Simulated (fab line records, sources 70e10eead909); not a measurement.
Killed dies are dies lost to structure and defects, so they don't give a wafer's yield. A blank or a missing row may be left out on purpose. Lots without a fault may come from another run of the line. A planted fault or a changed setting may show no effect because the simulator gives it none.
fab line records | flow nand_harc
record lots=14 wafers=42 last_day=33
route steps=1302 shown A_SGD_CUT@915 A_SLIT@938
lots that met no fault: from a run of the same line without faults
start_h: hours from the record's first day to the start of the lot's first wafer shown | wait_h: hours since the lot's step before | " the same as in the row above | L1.1+2: a row that stands for several wafers | - no value, or no start given | * or withheld: withheld | < > ~ a bound
route shown NAME@n: a module of which the file shows steps, and the number in the route of the first | usual: mean/standard deviation of fault-free wafers | same: alike in all rows | chamber/n: place in a boat | sites: the reading at each site | _std_site: their standard deviation | _edge_site: outer sites' mean less inner sites' | radius_mm: how far each site lies from the wafer's centre | mask NAME#n: copy n | behind: the tool/chamber that last shaped the wafer | hold: why the lot was held/for how many hours/how that ended | device: the transistor (n, p or np) that didn't switch | end of line: the same wafers' tests at the end of the route | a step without rows: its recipe alone | killed: dies lost to structure and defects at the first sort, not the wafer's yield | map: a wafer's dies, x killed, . not, _ none there
set.NAME: the setting as run; set.NAME@STEP: as run at that earlier step | model.NAME: the simulator's own value behind a step, which no gauge read
steps of the route over a sample of lots; a table a step, a row a wafer
services: from which hour (start_h, from the record's first day; less than 0 if before it) a tool's chamber was out of use, for how many hours, and why
## steps
# step NHARC_A_SGD_CUT_CMP_21
# recipe target_thk_nm=148.19
# usual motor_current_A=12.2/1.2 retaining_ring_pressure_frac=0.999/0.0052 slurry_flow_ml_min=150.0/0.47 time_to_endpoint_s=48.0/2.9
# columns lot.wafer tool chamber start_h wait_h motor_current_A retaining_ring_pressure_frac slurry_flow_ml_min time_to_endpoint_s
L341.2 cmp-02 3 445.86 0.4 11.4 0.994 150.4 49.7
L341.4 " 0 " " 10.7 1.000 150.0 48.6
L341.5 " 2 " " 12.7 0.998 150.2 52.8
L342.4 cmp-03 3 445.92 0.4 11.9 1.008 150.8 49.7
L342.6 " 0 " " 11.6 1.006 149.2 49.2
L342.5 " 1 " " 10.4 0.997 149.3 47.6
L343.2 cmp-03 2 485.64 0.4 15.4 1.000 149.2 44.3
L343.3 " 0 " " 12.8 1.009 149.4 46.1
L343.6 " 2 " " 13.9 1.003 149.7 41.4
L344.1 cmp-01 1 485.66 0.4 11.8 0.991 148.8 49.1
L344.3 " 3 " " 11.9 0.993 150.2 54.5
L344.6 " 1 " " 12.0 1.001 149.6 51.5
L345.4 cmp-01 2 493.43 0.4 14.1 0.990 149.0 47.9
L345.2 " 3 " " 12.5 1.005 150.2 50.5
L345.1 " 1 " " 11.5 0.998 150.1 48.5
L346.3 cmp-03 1 493.46 0.4 10.3 1.001 149.9 44.2
L346.6 " 0 " " 11.7 0.996 150.0 45.1
L346.5 " 1 " " 11.0 1.006 150.2 43.2
L347.4 cmp-02 0 510.02 0.4 11.7 1.000 149.4 49.8
L347.1 " 1 " " 11.0 1.004 150.0 49.3
L347.6 " 0 " " 11.0 0.996 150.3 52.4
L348.2 cmp-01 0 534.13 0.4 13.6 1.001 150.1 46.7
L348.1 " 1 " " 11.9 1.009 149.6 44.2
L348.5 " 0 " " 12.4 1.002 149.8 43.9
L349.1 cmp-02 3 534.13 0.4 11.1 1.003 150.4 48.7
L349.4 " 1 " " 10.9 1.006 149.2 46.0
L349.5 " 3 " " 10.8 1.005 150.3 49.9
L355.2 cmp-03 2 604.19 0.4 15.5 0.994 151.1 43.5
L355.1 " 3 " " 11.5 1.000 150.4 48.9
L355.4 " 0 " " 12.2 0.999 149.2 45.1
L356.2 cmp-01 3 608.72 0.4 12.1 1.003 149.9 51.2
L356.3 " 0 " " 13.7 0.997 150.2 50.4
L356.5 " 0 " " 13.2 1.003 149.6 50.0
L359.4 cmp-03 0 619.75 0.4 12.4 0.996 150.7 47.6
L359.1 " 1 " " 11.0 1.005 149.3 46.2
L359.6 " 3 " " 12.2 1.001 149.6 50.2
L363.2 cmp-03 0 662.98 0.4 12.3 1.003 149.8 45.7
L363.1 " 1 " " 10.7 1.001 149.5 44.2
L363.4 " 2 " " 14.9 0.999 149.4 44.1
L362.2 cmp-01 2 663.01 0.4 14.2 0.999 150.1 48.1
L362.5 " 1 " " 11.7 0.997 150.2 45.8
L362.6 " 2 " " 13.9 0.995 149.7 44.9
# step NHARC_A_SGD_CUT_THK_MEAS_22
# recipe thk_meas_gauge=ellipsometry
# usual thk_nm=147.5/1.5
# columns lot.wafer tool chamber start_h wait_h thk_nm
L341.2 film_metro-01 - 446.10 0.2 145.8
L341.4 " - " " 147.6
L341.5 " - " " 147.9
L342.4 film_metro-02 - 446.10 0.2 147.1
L342.5 " - " " 144.7
L342.6 " - " " 146.8
L344.1 film_metro-01 - 485.89 0.2 148.5
L344.3 " - " " 147.9
L344.6 " - " " 147.5
L343.2 film_metro-02 - 485.90 0.2 146.8
L343.3 " - " " 149.0
L343.6 " - " " 146.0
L345.1 film_metro-01 - 493.68 0.2 147.8
L345.2 " - " " 147.8
L345.4 " - " " 147.1
L346.3 film_metro-02 - 493.69 0.2 148.1
L346.5 " - " " 148.7
L346.6 " - " " 147.9
L347.1 film_metro-01 - 510.25 0.2 147.7
L347.4 " - " " 150.7
L347.6 " - " " 148.7
L348.1 film_metro-01 - 534.36 0.2 145.4
L348.2 " - " " 148.3
L348.5 " - " " 146.3
L349.1 film_metro-02 - 534.36 0.2 146.6
L349.4 " - " " 146.9
L349.5 " - " " 147.4
L355.1 film_metro-02 - 604.45 0.2 147.9
L355.2 " - " " 146.4
L355.4 " - " " 146.9
L356.2 film_metro-01 - 608.98 0.2 150.6
L356.3 " - " " 147.8
L356.5 " - " " 148.0
L359.1 film_metro-01 - 619.98 0.2 146.3
L359.4 " - " " 148.2
L359.6 " - " " 148.4
L363.1 film_metro-02 - 663.24 0.2 150.3
L363.2 " - " " 147.0
L363.4 " - " " 148.9
L362.2 film_metro-01 - 663.24 0.2 147.9
L362.5 " - " " 149.7
L362.6 " - " " 145.6
# step NHARC_A_SLIT_ETCH_15
# recipe target_depth_a=62000 over_etch_frac=0.3 time_s=1612 ion_energy_ev=150 o2_flow_sccm=400 cos_flow_sccm=20 ar_flow_sccm=0 rf_w=500 bias_w=300 chemistry=O2/COS
# usual drypump_motor_current_A=5.8/0.37 oes_product_au=0.999/0.01 rf_vpp_V=313.9/1.6 run_length_s=1633.2/0.56 showerhead_plenum_p_Torr=3.10/0.1 throttle_valve_pct=28.330/0.009
# columns lot.wafer tool chamber start_h wait_h drypump_motor_current_A oes_product_au rf_hours_counter_h rf_vpp_V run_length_s showerhead_plenum_p_Torr throttle_valve_pct
L341.4 rie_diel-09 0 454.15 - 5.9 1.007 7 316.8 1633.5 3.28 28.324
L341.2 " 3 " " 5.8 1.000 6 313.5 1633.3 3.09 28.332
L341.5 " 1 " " 5.3 1.008 - 313.3 1632.7 3.06 28.319
L342.4 rie_diel-03 0 454.76 - 5.8 0.984 10 314.1 1633.4 3.02 28.356
L342.6 " 2 " " 6.2 1.009 - 313.2 1633.9 2.98 28.339
L342.5 " 3 " " 5.7 1.001 - 314.2 1632.6 3.14 28.327
L344.1 rie_diel-09 3 491.83 - 5.8 0.998 9 314.0 1633.6 3.09 28.323
L344.3 " 0 " " 6.0 1.009 9 317.4 1633.1 3.28 28.324
L344.6 " 1 " " 5.3 1.006 - 313.0 1633.0 3.06 28.333
L343.3 rie_diel-03 2 492.42 - 6.2 1.013 1 311.6 1634.0 2.98 28.324
L343.2 " 0 " " 5.9 0.991 1 313.5 1633.3 3.02 28.318
L343.6 " 2 " " 6.2 1.012 - 312.7 1633.9 2.98 28.328
L346.3 rie_diel-03 0 504.42 - 5.9 0.995 2 312.2 1633.7 3.02 28.335
L346.6 " 0 " " 5.8 0.979 - 311.9 1633.7 3.02 28.337
L346.5 " 1 " " 5.8 0.982 - 313.7 1633.1 3.01 28.339
L345.1 rie_diel-03 3 505.76 - 5.7 0.995 2 313.2 1632.3 3.14 28.338
L345.2 " 0 " " 5.8 0.981 3 312.3 1633.3 3.02 28.328
L345.4 " 2 " " 6.2 1.017 3 312.5 1633.9 2.98 28.348
L347.4 rie_diel-03 0 516.63 - 5.8 0.989 4 313.1 1633.3 3.02 28.323
L347.1 " 1 " " 5.8 0.999 4 312.0 1634.0 3.01 28.340
L347.6 " 0 " " 5.8 0.986 - 313.1 1633.3 3.02 28.338
L349.1 rie_diel-03 1 540.16 - 5.7 0.975 6 311.9 1633.6 3.01 28.321
L349.4 " 0 " " 5.9 0.981 5 313.1 1633.7 3.02 28.335
L349.5 " 2 " " 6.2 1.004 - 312.0 1634.2 2.98 28.319
L348.1 rie_diel-09 3 541.10 - 5.9 1.018 2 312.5 1633.2 3.09 28.334
L348.2 " 2 " " 6.1 1.005 2 314.7 1633.5 3.19 28.325
L348.5 " 0 " " 5.9 1.002 - 317.9 1633.4 3.27 28.325
L355.1 rie_diel-09 0 610.15 - 6.0 1.003 7 315.1 1633.2 3.27 28.330
L355.2 " 2 " " 6.1 1.003 7 316.9 1633.1 3.19 28.336
L355.4 " 1 " " 5.3 1.000 - 312.1 1226.9 3.06 28.323
L356.3 rie_diel-09 1 614.69 - 5.3 1.015 8 312.9 1633.0 3.06 28.334
L356.2 " 2 " " 6.1 1.011 8 314.4 1633.0 3.19 28.325
L356.5 " 1 " " 5.3 1.011 - 313.5 1226.4 3.06 28.306
L359.4 rie_diel-11 0 629.11 - 6.2 1.011 0 315.4 1633.0 3.23 28.332
L359.1 " 1 " " 6.0 1.001 0 316.3 1633.5 3.27 28.343
L359.6 " 0 " " 6.2 1.022 - 315.1 1633.5 3.23 28.326
L363.1 rie_diel-11 3 677.56 - 4.7 0.984 4 313.2 1632.8 3.04 28.320
L363.4 " 0 " " 6.2 1.011 3 314.9 1632.9 3.23 28.331
L363.2 " 1 " " 6.0 0.994 3 315.4 1633.5 3.27 28.327
L362.2 rie_diel-03 2 680.99 - 6.2 0.997 1 311.3 1633.9 2.97 28.335
L362.5 " 2 " " 6.2 0.993 - 311.5 1634.3 2.97 28.317
L362.6 " 3 " " 5.7 0.999 - 313.9 1632.4 3.13 28.344
# step NHARC_A_SLIT_ETCH_26
# recipe bias_v=400 source_w=2000 pressure_mtorr=25 time_s=90 ar_flow_sccm=375 c4f8_flow_sccm=41.7 o2_flow_sccm=83.3 target_depth_a=4000 chemistry=C4F8/O2/Ar
# usual drypump_motor_current_A=6.0/0.62 he_backside_leak_sccm=6.3/0.44 run_length_s=121.2/0.37 showerhead_plenum_p_Torr=3.71/0.14 throttle_valve_pct=27.619/0.0096
# columns lot.wafer tool chamber start_h wait_h drypump_motor_current_A he_backside_leak_sccm rf_hours_counter_h run_length_s showerhead_plenum_p_Torr throttle_valve_pct
L341.2 har_etch-02 0 464.01 2.4 6.4 5.8 46 121.4 3.64 27.635
L341.4 " 1 " " 6.3 6.1 - 121.8 3.95 27.622
L341.5 " 0 " " 6.4 5.4 - 121.1 3.64 27.614
L342.4 har_etch-01 1 466.25 1.9 4.8 6.0 - 120.4 3.65 27.607
L342.5 " 1 " " 4.9 6.1 - 120.9 3.65 27.604
L342.6 " 0 " " 6.3 6.0 - 121.6 3.69 27.607
L344.1 har_etch-01 1 496.37 2.5 4.8 6.3 259 120.5 3.65 27.619
L344.3 " 1 " " 4.8 6.3 - 120.8 3.65 27.608
L344.6 " 0 " " 6.3 6.4 - 121.2 3.68 27.598
L343.2 har_etch-02 1 497.07 3.1 6.4 5.8 65 121.6 3.94 27.632
L343.3 " 0 " " 6.4 6.2 - 121.3 3.63 27.613
L343.6 " 1 " " 6.4 5.7 - 121.5 3.94 27.616
L346.3 har_etch-02 1 509.21 1.9 6.4 6.2 - 121.5 3.94 27.622
L346.5 " 1 " " 6.4 6.0 - 121.7 3.94 27.611
L346.6 " 0 " " 6.4 5.6 - 121.1 3.63 27.620
L345.2 har_etch-01 0 510.41 3.0 6.3 6.1 266 121.4 3.67 27.617
L345.1 " 1 " " 4.8 6.1 266 121.0 3.64 27.605
L345.4 " 1 " " 4.8 5.9 - 120.6 3.64 27.608
L347.1 har_etch-02 0 521.36 2.4 6.4 6.0 80 121.4 3.62 27.617
L347.4 " 1 " " 6.4 6.2 - 121.3 3.93 27.624
L347.6 " 1 " " 6.4 6.4 - 121.3 3.93 27.612
L349.1 har_etch-01 1 544.88 2.4 4.9 6.4 286 120.4 3.63 27.614
L349.4 " 0 " " 6.3 7.0 - 121.5 3.66 27.618
L349.5 " 0 " " 6.3 6.7 - 121.5 3.66 27.615
L348.1 har_etch-02 0 545.82 3.0 6.4 6.0 92 121.3 3.61 27.623
L348.2 " 1 " " 6.4 6.4 92 121.4 3.93 27.604
L348.5 " 0 " " 6.4 6.1 - 121.3 3.61 27.617
L355.2 har_etch-02 0 615.16 3.1 6.4 6.0 130 121.1 3.59 27.606
L355.1 " 1 " " 6.4 6.3 130 121.4 3.90 27.616
L355.4 " 1 " " 6.4 6.7 - 121.3 3.90 27.598
L356.2 har_etch-01 1 622.47 2.4 4.8 6.7 332 120.9 3.61 27.602
L356.3 " 1 " " 4.8 6.6 - 120.5 3.61 27.600
L356.5 " 0 " " 6.3 6.6 - 121.2 3.64 27.617
L359.1 har_etch-01 1 633.70 3.0 4.8 6.9 339 120.5 3.60 27.614
L359.4 " 0 " " 6.3 6.9 - 121.3 3.64 27.619
L359.6 " 1 " " 4.9 6.6 - 120.4 3.60 27.617
L363.2 har_etch-02 0 682.18 3.0 6.4 6.3 172 121.6 3.57 27.620
L363.1 " 1 " " 6.4 6.9 172 121.5 3.88 27.629
L363.4 " 0 " " 6.4 6.1 - 121.4 3.57 27.620
L362.2 har_etch-01 0 685.77 2.5 6.3 6.5 370 121.1 3.62 27.618
L362.5 " 1 " " 4.8 7.1 - 120.4 3.59 27.616
L362.6 " 0 " " 6.3 6.9 - 121.2 3.62 27.612
## services
# columns tool chamber start_h hours kind
cmp-02 - 423.70 1.0 repair
cmp-03 - 456.12 4.0 pm
rie_diel-03 - 458.30 9.0 pm
cmp-02 - 474.16 2.7 repair
cmp-02 - 476.89 4.0 pm
cmp-01 - 481.45 4.0 pm
cmp-03 - 487.28 1.1 repair
rie_diel-09 - 497.10 9.0 pm
cmp-02 - 501.71 0.6 repair
cmp-02 - 502.41 4.2 repair
cmp-03 - 554.12 4.0 pm
cmp-02 - 574.89 4.0 pm
cmp-01 - 579.45 4.0 pm
rie_diel-09 3 580.02 9.2 repair
rie_diel-03 1 585.83 3.7 repair
cmp-03 - 587.84 7.6 repair
cmp-02 - 589.55 1.6 repair
cmp-01 - 597.02 3.1 repair
rie_diel-09 3 607.23 8.0 repair
rie_diel-09 1 622.14 5.5 repair
rie_diel-03 - 635.30 9.0 pm
cmp-03 - 652.12 4.0 pm
rie_diel-09 - 674.10 9.0 pm
cmp-01 - 677.45 4.0 pm
## key
first_sign step=NHARC_A_SLIT_ETCH_15 reading=run_length_s direction=down sigmas=99+ usual=* struck=*
effect none on later readings
met_at NHARC_A_SLIT_ETCH_15
struck_lots L355,L356
struck_wafers L355.4,L356.5
later_rows_left_out L355.4,L356.5
sort_left_out L355.4,L356.5
tester_left_out L355,L356
not_acting_at NHARC_A_SGD_CUT_CMP_21,NHARC_A_SGD_CUT_THK_MEAS_22,NHARC_A_SLIT_ETCH_26
onset_between 541.10 610.15
fault kind=process_parameter_drift tool=rie_diel-09 chamber=- onset_h=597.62 steps=NHARC_A_SLIT_ETCH_15 channel=time_s offset=* shape=step end_h=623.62 scope=struck_wafers_only acts_in=* stated=*
# tester_left_out: of these lots the tester's yield and bins aren't shown, on N5 and GAA mostly nor the transistor test; their killed dies are dies lost to structure and defects alone, not to doping, threshold or leakage, so they don't give the yield
# sort_left_out: the simulated sort isn't trusted on such a fault, so these wafers' sort isn't shown, and their yield isn't known
# later_rows_left_out: the simulator's readings of these wafers behind a module that went badly wrong aren't trusted and aren't shown, but for the sort
